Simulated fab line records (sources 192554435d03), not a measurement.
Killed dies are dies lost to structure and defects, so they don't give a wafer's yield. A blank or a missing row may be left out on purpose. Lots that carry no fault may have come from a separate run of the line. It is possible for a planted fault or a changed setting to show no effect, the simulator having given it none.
fab line records	flow n5Finfet
record: lots: 4	wafers: 12	lastDay: 17
route steps=1938 shown MOL_CONTACT_COAG@584 BEOL_M4@1111 PASSIVATION@1936
lots untouched by any fault: they come from a run of this same line in which no faults occurred
startH: start of the lot's first displayed wafer, in hours after the record's first day	waitH: hours from the lot's prior step to this one	" unchanged from the row above	L1.1+2: several wafers, shown together as one row	- no value, or no start given	* or withheld: withheld	< > ~ a bound
route shown NAME@n: a module of which the file shows steps, and the number in the route of the first	usual: average and standard deviation across the fault-free wafers	same: alike in all rows	chamber/n: place in a boat	sites: each site's reading	_std_site: the standard deviation of these	_edge_site: inner sites' mean taken away from outer sites' mean	radiusMm: for every site, how far away it sits from the centre of the wafer	mask NAME#n: copy n	behind: the last tool/chamber to shape the wafer	hold: what put the lot on hold/how long, in hours/how the hold closed	device: the transistor (n, p or np) that didn't switch	end of line: tests of these same wafers at the route's end	a step without rows: its recipe alone	killed: the dies lost at the first sort to structure and to defects; this is not the yield of the wafer	map: shows each die of a wafer: x if killed, . if not, _ if none is there
set.NAME: the setting that was run; set.NAME@STEP: the one run at that earlier step	model.NAME: the simulator's own value behind a step, which no gauge read
lots at selected steps of the route; one table per step, one row per wafer
services: a tool's chamber out of use, with start hour (startH, from the record's first day; less than 0 if before it), hours out, and reason
== steps ==
step: N5_MOL_CONTACT_COAG_ETCHBACK_135
recipe: chemistry: CHF3	target: SiO2	targetDepthA: 250	timeS: 16.7	ionEnergyEv: 200	pressureMtorr: 30	sourceW: 610	biasW: 170	Ar_flow_sccm: 200	CHF3_flow_sccm: 50
step: N5_MOL_CONTACT_COAG_STRIP_118
recipe: chemistry: CHF3	resist: SiARC	rfFrequencyHz: 6e+07
step: N5_MOL_CONTACT_COAG_VIA_ETCH_46
recipe: chemistry: C4F6/O2	targetDepthA: 460	overetchA: 92	maskMaterial: SOC	target: SiO2	biasW: 455	pressureMtorr: 10	timeS: 40	sourceW: 325	Ar_flow_sccm: 300	C4F6_flow_sccm: 10	O2_flow_sccm: 10	ionEnergyEv: 575.3	ends: endPoint
step: N5_MOL_CONTACT_COAG_STRIP_96
recipe: chemistry: N2/H2	powerW: 500	tempC: 40	pressureMtorr: 50	rfFrequencyHz: 6e+07	overashFraction: 0.3	biasPowerW: 28	h2Frac: 0.5	n2FlowSccm: 300	h2FlowSccm: 300
step: N5_MOL_CONTACT_COAG_ETCH_47
recipe: chemistry: CH3F/O2	target: SiNx	targetDepthA: 270	maskMaterial: SiO2	stopOn: W	overEtchFrac: 0.2	ionEnergyEv: 120	endpoint: OES-CN	pressureMtorr: 30	sourceW: 395	biasW: 73	Ar_flow_sccm: 150	CH3F_flow_sccm: 30	O2_flow_sccm: 20	ends: endPoint
step: N5_MOL_CONTACT_COAG_STRIP_119
recipe: chemistry: N2/H2	timeS: 30	powerW: 1000	tempC: 250	pressureMtorr: withheld	n2FlowSccm: 1750	h2FlowSccm: 3250
step: N5_MOL_CONTACT_COAG_PRECLEAN_144
recipe: chemistry: alkalineClean	tempC: 60	timeS: 60	doPpb: 50
step: N5_MOL_CONTACT_COAG_SRD_145
recipe: dry: ipaMarangoni	timeS: 30	tempC: 23	rinseLiquid: diw
step: N5_MOL_CONTACT_COAG_COAT_62
recipe: resist: SOC	tempC: 250	timeS: 60	spinRpm: 1500	resistThkNm: 60
step: N5_MOL_CONTACT_COAG_COAT_63
recipe: resist: SiARC	tempC: 220	timeS: 60	spinRpm: 1500	resistThkNm: 10
step: N5_MOL_CONTACT_COAG_COAT_64
recipe: resist: underlayer	tempC: 205	timeS: 60	spinRpm: 1500	resistThkNm: 10
step: N5_MOL_CONTACT_COAG_COAT_34
recipe: resist: CAR-EUV	spinRpm: 1500	resistThkNm: 40
usual: spinSpeedRpm: 1500.0/1.1
lot.wafer	tool	chamber	startH	waitH	spinSpeedRpm	model.CAR-EUV_of_MOL_CONTACT_COAG_COAT_34.thkNm
L816.3	lithoTrack-03	0	117.89	-	1501.1	40.2
L816.4	"	0	"	"	1499.8	40.2
L816.6	"	0	"	"	1500.8	40.2
L818.1	lithoTrack-03	0	132.07	-	1570.7	39
L818.5	"	0	"	"	1572.5	38.8
L818.6	"	0	"	"	1570.8	38.8
L819.2	lithoTrack-03	0	141.50	-	1573.6	39
L819.5	"	0	"	"	1571.4	39
L819.6	"	0	"	"	1571.5	39
L830.2	lithoTrack-02	0	205.69	-	1501.7	40.2
L830.3	"	0	"	"	1499.6	40
L830.4	"	0	"	"	1500.0	40
step: N5_MOL_CONTACT_COAG_EBR_36
recipe: solvent: PGMEA	ebrWidthMm: 1.5
step: N5_MOL_CONTACT_COAG_SOFTBAKE_35
recipe: tempC: 110	timeS: 60	resist: CAR-EUV
step: N5_MOL_CONTACT_COAG_EXPOSE_37
recipe: maskId: VD	na: 0.33	sourceShape: annular	sigmaInner: 0.3	sigmaOuter: 0.7	polarization: unpolarized	defocusNm: 0	doseMj: 62
step: N5_MOL_CONTACT_COAG_PEB_38
recipe: pebTempC: 100	pebTimeS: 60	resist: CAR-EUV
step: N5_MOL_CONTACT_COAG_DEVELOP_39
recipe: developTimeS: 30	developer: TMAH	resist: CAR-EUV	rinseLiquid: surfactantRinse	dry: airSpin	devTempC: 23
step: N5_MOL_CONTACT_COAG_DESCUM_45
recipe: chemistry: O2	timeS: 7	sourcePowerW: 50	biasPowerW: 20	pressureMtorr: 20	rfFrequencyHz: 2.712e+07	tempC: 40	resist: CAR-EUV	o2FlowSccm: 225
step: N5_MOL_CONTACT_COAG_ETCH_65
recipe: chemistry: N2/H2	target: underlayer	targetDepthA: 130	maskMaterial: CAR-EUV	timeS: 10.4	ionEnergyEv: 200	pressureMtorr: 30	sourceW: 840	biasW: 150	n2FlowSccm: 200	h2FlowSccm: 200	ends: cleared
step: N5_MOL_CONTACT_COAG_ETCH_66
recipe: chemistry: CF4	target: SiARC	targetDepthA: 130	maskMaterial: CAR-EUV	timeS: 21.7	ionEnergyEv: 80	pressureMtorr: 40	sourceW: 545	biasW: 36	Ar_flow_sccm: 100	cf4FlowSccm: 100	ends: cleared
step: N5_MOL_CONTACT_COAG_ALD_133
recipe: material: SiO2	targetThkA: 50	tempC: 100	aldPrecursorFamily: BDEAS	aldCoReactant: O2-plasma	pulseTimeS: 1	coReactantPulseTimeS: 1	purgeTimeS: 2	coReactantPurgeTimeS: 2	aldCycles: 35	pressureTorr: 2
step: N5_MOL_CONTACT_COAG_ETCHBACK_134
recipe: chemistry: CHF3	target: SiO2	targetDepthA: 100	timeS: 6.7	ionEnergyEv: 200	pressureMtorr: 30	sourceW: 610	biasW: 170	Ar_flow_sccm: 200	CHF3_flow_sccm: 50
usual: chamberPressureMTorr: 29.999/0.026	drypumpMotorCurrentA: 5.9/0.64	oesProductAu: 0.77/0.072	rfVppV: 525/9.4	showerheadPlenumPTorr: 2.40/0.089	throttleValvePct: 18.69/0.2
lot.wafer	tool	chamber	startH	waitH	chamberPressureMTorr	drypumpMotorCurrentA	oesProductAu	rfHoursCounterH	rfVppV	showerheadPlenumPTorr	throttleValvePct	model.CAR-EUV_of_MOL_CONTACT_COAG_COAT_34.thkNm
L816.3	rieDiel-05	3	119.39	0.2	30.031	6.2	0.74	214	508	2.27	18.68	15.6
L816.4	"	2	"	"	30.000	5.6	0.73	167	519	2.48	18.96	15.8
L816.6	"	0	"	"	29.994	5.6	0.70	-	538	2.46	19.05	15.6
L818.1	rieDiel-01	3	133.19	0.1	30.018	5.1	0.88	37	515	2.35	18.48	14.4
L818.5	"	3	"	"	29.993	5.1	0.87	-	515	2.35	18.50	14.4
L818.6	"	0	"	"	29.998	6.8	0.74	-	533	2.39	18.86	14.4
L819.2	rieDiel-02	1	142.41	0.1	30.002	6.5	0.95	9	531	2.52	18.26	14.6
L819.5	"	3	"	"	30.041	6.0	0.94	-	515	2.54	18.76	14.4
L819.6	"	2	"	"	29.980	5.7	0.82	-	530	2.39	18.59	14.4
L830.2	rieDiel-02	2	206.68	0.1	29.958	5.7	0.80	97	530	2.39	18.64	15.8
L830.3	"	3	"	"	29.987	6.0	0.89	42	515	2.53	18.79	15.6
L830.4	"	1	"	"	29.994	6.5	0.89	31	531	2.52	18.29	15.6
step: N5_MOL_CONTACT_COAG_ETCH_67
recipe: chemistry: N2/H2	target: SOC	targetDepthA: 600	overetchA: 210	maskMaterial: SiARC	tempC: 40	timeS: 101.2	ionEnergyEv: 200	pressureMtorr: 30	sourceW: 840	biasW: 150	n2FlowSccm: 200	h2FlowSccm: 200
step: N5_BEOL_M4_RC_MEAS_101
usual: DIBL_N: 36.3/1.8	DIBL_P: 36.5/2.1	IOFF_N: 0.16/0.031	IOFF_P: 0.22/0.038	ION_N: 677/12	ION_P: 466/7.8	SS_N: 71.5/0.61	SS_P: 73.2/0.7	VT_N: 249/3	VT_P: -248.9/3
lot.wafer	tool	chamber	startH	waitH	DIBL_N[mV/V]	DIBL_P[mV/V]	IOFF_N[nA/um]	IOFF_P[nA/um]	ION_N[uA/um]	ION_P[uA/um]	SS_N[mV/dec]	SS_P[mV/dec]	VT_N[mV]	VT_P[mV]
L816.3	prober-02	0	201.48	1.1	38.6	39.4	0.19	0.24	676	460	72.7	73.6	246	-248.4
L816.4	"	0	"	"	34.9	34.6	0.12	0.17	667	461	72.1	72.9	255	-252.3
L816.6	"	0	"	"	39.2	39.7	0.21	0.24	674	455	72.3	74.1	249	-247.5
L819.2	prober-01	0	229.85	0.2	37.1	36.9	0.16	0.22	669	460	72.0	73.5	251	-249.3
L819.5	"	0	"	"	34.6	33.6	0.13	0.17	677	467	71.5	72.5	252	-251.9
L819.6	"	0	"	"	38.5	37.9	0.19	0.25	669	463	72.2	73.8	246	-248.2
L818.1	prober-01	0	231.55	0.0	37.1	37.3	0.17	0.22	687	468	71.6	74.1	249	-250.1
L818.5	"	0	"	"	37.0	37.4	0.17	0.21	682	462	72.2	74.7	251	-251.6
L818.6	"	0	"	"	37.4	38.0	0.18	0.22	686	465	71.5	74.3	251	-249.1
L830.2	prober-01	0	281.80	0.2	37.6	36.4	0.19	0.24	674	467	70.9	73.4	247	-246.8
L830.3	"	0	"	"	37.2	36.3	0.18	0.24	689	471	71.5	72.4	249	-247.9
L830.4	"	0	"	"	36.9	36.1	0.17	0.25	687	482	71.7	72.9	247	-246.1
step: N5_PASSIVATION_PROBE_49
usual: defectLimitedYield: 91.2/1.5	killed_at_M0_to_M3: 33/9.6	killed_at_M4_up: 14/5.6	killedAtContacts: 14/5.5	killedAtFrontEnd: 40/13	killedAtOther: 4/3	killedDies: 104/17	killedOpen: 68/13	killedShort: 33/7.2	sort_bin_5_function: 5.2/0.95	sort_bin_6_memory: 3.3/0.62	sortNPass: 1076/17	sortYieldPct: 91.2/1.5
same: grossDies: 1180	killedAtBackSide: 0	sort_bin_4_leakage[%]: 0	sort_bin_8_speed[%]: 0
lot.wafer	tool	chamber	startH	waitH	defectLimitedYield[%]	killed_at_M0_to_M3	killed_at_M4_up	killedAtContacts	killedAtFrontEnd	killedAtOther	killedDies	killedOpen	killedShort	sort_bin_5_function[%]	sort_bin_6_memory[%]	sortNPass	sortYieldPct[%]
L819.2	prober-02	-	337.09	0.1	89.7	29	28	12	41	11	121	71	44	5.7	4.2	1059	89.7
L819.5	prober-02	-	337.24	0.2	91.4	41	12	7	41	1	102	58	43	4.6	3.8	1078	91.4
killed by level:class
L819.2 BEOL_M4:geometricParticle:open=12 BEOL_M2:geometricParticle:open=11 MOL_CONTACT_COAG:geometricParticle:open=10 FIN_SAQP:geometricParticle:open=8 FIN_SAQP:geometricParticle:short=7 BEOL_M2:geometricParticle:short=6 BEOL_M8:geometricParticle:open=4 BEOL_M1:geometricParticle:open=4
L819.5 BEOL_M2:geometricParticle:open=12 FIN_SAQP:geometricParticle:short=11 BEOL_M0_SAQP:geometricParticle:short=9 GATE_CUT:geometricParticle:short=6 GATE_CUT:geometricParticle:open=6 MOL_CONTACT_COAG:geometricParticle:open=6 BEOL_M0_SAQP:geometricParticle:open=6 BEOL_M4:geometricParticle:open=6
== services ==
tool	chamber	startH	hours	kind
rieDiel-02	1	94.14	-	clean
rieDiel-02	1	94.14	-	consumableReplace:focusRing
rieDiel-02	1	94.14	-	consumableReplace:showerhead
rieDiel-02	1	94.14	24.2	scheduledDown
rieDiel-02	1	94.14	24.2	ventCycle
rieDiel-05	2	107.24	8.5	repair
rieDiel-01	3	165.61	6.2	repair
rieDiel-01	1	200.33	1.6	repair
rieDiel-05	0	203.00	-	clean
rieDiel-05	0	203.00	-	consumableReplace:focusRing
rieDiel-05	0	203.00	22.6	scheduledDown
rieDiel-05	0	203.00	22.6	ventCycle
== key ==
firstSign: step: N5_MOL_CONTACT_COAG_COAT_34	reading: spinSpeedRpm	direction: up	sigmas: 68	usual: *	struck: *
effect none on later readings
modelEffect: step: N5_MOL_CONTACT_COAG_COAT_34	value: CAR-EUV_of_MOL_CONTACT_COAG_COAT_34.thkNm	without: 39.87	struck: 38.93
modelEffect: step: N5_MOL_CONTACT_COAG_ETCHBACK_134	value: CAR-EUV_of_MOL_CONTACT_COAG_COAT_34.thkNm	without: 15.4	struck: 14.43
metAt N5_MOL_CONTACT_COAG_COAT_34
struckWafers L818.1,L818.5,L818.6,L819.2,L819.5,L819.6
onsetBetween 117.89 132.07
fault: kind: processParameterDrift	tool: lithoTrack-03	chamber: -	onsetH: 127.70	steps: N5_MOL_CONTACT_COAG_COAT_34	channel: spinRpm	offset: *	shape: step	endH: 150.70	actsIn: *	stated: *
